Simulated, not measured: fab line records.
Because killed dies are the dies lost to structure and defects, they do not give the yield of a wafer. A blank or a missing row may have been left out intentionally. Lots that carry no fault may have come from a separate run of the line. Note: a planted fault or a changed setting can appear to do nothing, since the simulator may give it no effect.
Matching of chambers :: flow n5 finfet :: N5_FIN_SAQP_ETCH_57 on rie diel-05: 4 sister chambers
The step etches SiNx in CH3F/O2, target depth 32.5 nm, time 46.4 s. 14 wafers are shown with their chamber, then 7 later ones without.

## WAFERS, EACH WITH ITS CHAMBER
wafer: L074.2
chamber: 2
drypump motor current A (A): 6.16
throttle valve pct (%): 16.33
oes product au (a.u.): 0.79

wafer: L074.3
chamber: 0
drypump motor current A (A): 5.56
throttle valve pct (%): 15.92
oes product au (a.u.): 0.72

wafer: L074.6
chamber: 0
drypump motor current A (A): 5.56
throttle valve pct (%): 15.92
oes product au (a.u.): 0.72

wafer: L077.3
chamber: 1
drypump motor current A (A): 5.80
throttle valve pct (%): 16.20
oes product au (a.u.): 0.60

wafer: L077.5
chamber: 1
drypump motor current A (A): 5.79
throttle valve pct (%): 16.21
oes product au (a.u.): 0.59

wafer: L077.6
chamber: 0
drypump motor current A (A): 5.58
throttle valve pct (%): 15.93
oes product au (a.u.): 0.71

wafer: L085.2
chamber: 3
drypump motor current A (A): 5.93
throttle valve pct (%): 16.62
oes product au (a.u.): 0.60

wafer: L085.3
chamber: 2
drypump motor current A (A): 6.15
throttle valve pct (%): 16.40
oes product au (a.u.): 0.76

wafer: L085.6
chamber: 1
drypump motor current A (A): 5.83
throttle valve pct (%): 16.22
oes product au (a.u.): 0.59

wafer: L087.1
chamber: 1
drypump motor current A (A): 5.80
throttle valve pct (%): 16.24
oes product au (a.u.): 0.59

wafer: L087.2
chamber: 0
drypump motor current A (A): 5.55
throttle valve pct (%): 15.98
oes product au (a.u.): 0.69

wafer: L087.6
chamber: 1
drypump motor current A (A): 5.81
throttle valve pct (%): 16.24
oes product au (a.u.): 0.58

wafer: L093.1
chamber: 0
drypump motor current A (A): 5.57
throttle valve pct (%): 16.02
oes product au (a.u.): 0.68

wafer: L093.2
chamber: 3
drypump motor current A (A): 5.84
throttle valve pct (%): 16.65
oes product au (a.u.): 0.58

SIGNATURES, as means of the wafers listed above
reading: drypump motor current A
chamber 0: 5.5640
chamber 1: 5.8060
chamber 2: 6.1550
chamber 3: 5.8850
scatter within a chamber: 0.0235

reading: throttle valve pct
chamber 0: 15.9540
chamber 1: 16.2220
chamber 2: 16.3650
chamber 3: 16.6350
scatter within a chamber: 0.0348

reading: oes product au
chamber 0: 0.7040
chamber 1: 0.5900
chamber 2: 0.7750
chamber 3: 0.5900
scatter within a chamber: 0.0147
Rule: a wafer's distance from a chamber is the root of the sum, over the readings, of the square of ((its reading less the chamber's mean) divided by the reading's scatter). If the next closest chamber is less than 2 further off than the closest, the wafer can't be placed; otherwise it belongs to the closest. The scatter: the root of (the sum of the squares of (reading less its chamber's mean) over the shown wafers, divided by (wafers less chambers)).

## WAFERS WITHOUT THEIR CHAMBER
wafer: L093.4
drypump motor current A (A): 5.81
throttle valve pct (%): 15.80
oes product au (a.u.): 0.84

wafer: L094.1
drypump motor current A (A): 5.92
throttle valve pct (%): 16.66
oes product au (a.u.): 0.59

wafer: L094.2
drypump motor current A (A): 6.14
throttle valve pct (%): 16.42
oes product au (a.u.): 0.73

wafer: L094.3
drypump motor current A (A): 5.81
throttle valve pct (%): 15.78
oes product au (a.u.): 0.82

wafer: L096.3
drypump motor current A (A): 5.78
throttle valve pct (%): 15.78
oes product au (a.u.): 0.81

wafer: L096.5
drypump motor current A (A): 5.59
throttle valve pct (%): 16.03
oes product au (a.u.): 0.67

wafer: L096.6
drypump motor current A (A): 5.80
throttle valve pct (%): 15.78
oes product au (a.u.): 0.81

## WHICH CHAMBER EACH ONE RAN IN
wafer: L093.4
from the rows above: 0
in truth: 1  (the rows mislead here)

wafer: L094.1
from the rows above: 3
in truth: 3

wafer: L094.2
from the rows above: 2
in truth: 2

wafer: L094.3
from the rows above: 0
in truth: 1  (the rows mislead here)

wafer: L096.3
from the rows above: 0
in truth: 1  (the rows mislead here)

wafer: L096.5
from the rows above: 0
in truth: 0

wafer: L096.6
from the rows above: 0
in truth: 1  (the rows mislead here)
Correctly placed: 3 of 7. Not placeable from these rows: 0. Wrongly placed: 4.
